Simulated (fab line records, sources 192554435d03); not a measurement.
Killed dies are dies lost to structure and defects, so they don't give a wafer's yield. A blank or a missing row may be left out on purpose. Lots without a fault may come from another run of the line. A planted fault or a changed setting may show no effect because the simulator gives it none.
Chamber matching | flow n5_finfet | N5_BEOL_M10_ALD_74 on ald_metal-04: 4 sister chambers
The step deposits TaN, target thk 2 nm, pulse time 2 s, purge time 3 s. 4 wafers are shown with their chamber, then 12 later ones without.

WAFERS WITH THEIR CHAMBER
wafer  | chamber | heater_power_w (W)
L086.4 | 0       | 398
L089.2 | 2       | 419
L089.4 | 1       | 320
L089.5 | 3       | 441

WAFERS WITHOUT THEIR CHAMBER
wafer  | heater_power_w (W)
L090.2 | 324
L090.3 | 408
L090.4 | 429
L093.1 | 421
L093.2 | 318
L093.4 | 406
L097.1 | 321
L097.5 | 323
L097.6 | 405
L095.1 | 328
L095.4 | 337
L095.5 | 398

WHICH CHAMBER EACH WENT THROUGH
wafer  | from the rows above     | in truth
L090.2 | 1                       | 1
L090.3 | can't be placed: 0 or 2 | 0
L090.4 | can't be placed: 2 or 3 | 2
L093.1 | 2                       | 2
L093.2 | 1                       | 1
L093.4 | can't be placed: 0 or 2 | 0
L097.1 | 1                       | 1
L097.5 | 1                       | 1
L097.6 | can't be placed: 0 or 2 | 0
L095.1 | 1                       | 1
L095.4 | 1                       | 1
L095.5 | 0                       | 0
Placed correctly: 8 of 12. Can't be placed from these rows: 4 (the true chamber is among the candidates in 4). Placed wrongly: 0.
How it was worked out, from the rows above alone: a wafer's distance from a chamber is the root of the sum, over the readings, of the square of ((its reading less the chamber's mean) divided by the reading's scatter). The wafer belongs to the nearest chamber; if the next one is less than 2 further off, it can't be placed. A chamber's mean is the mean of its shown wafers. The scatter: with one shown wafer a chamber, the root of the mean of the squares of how far each hidden wafer lies from its nearest shown one.
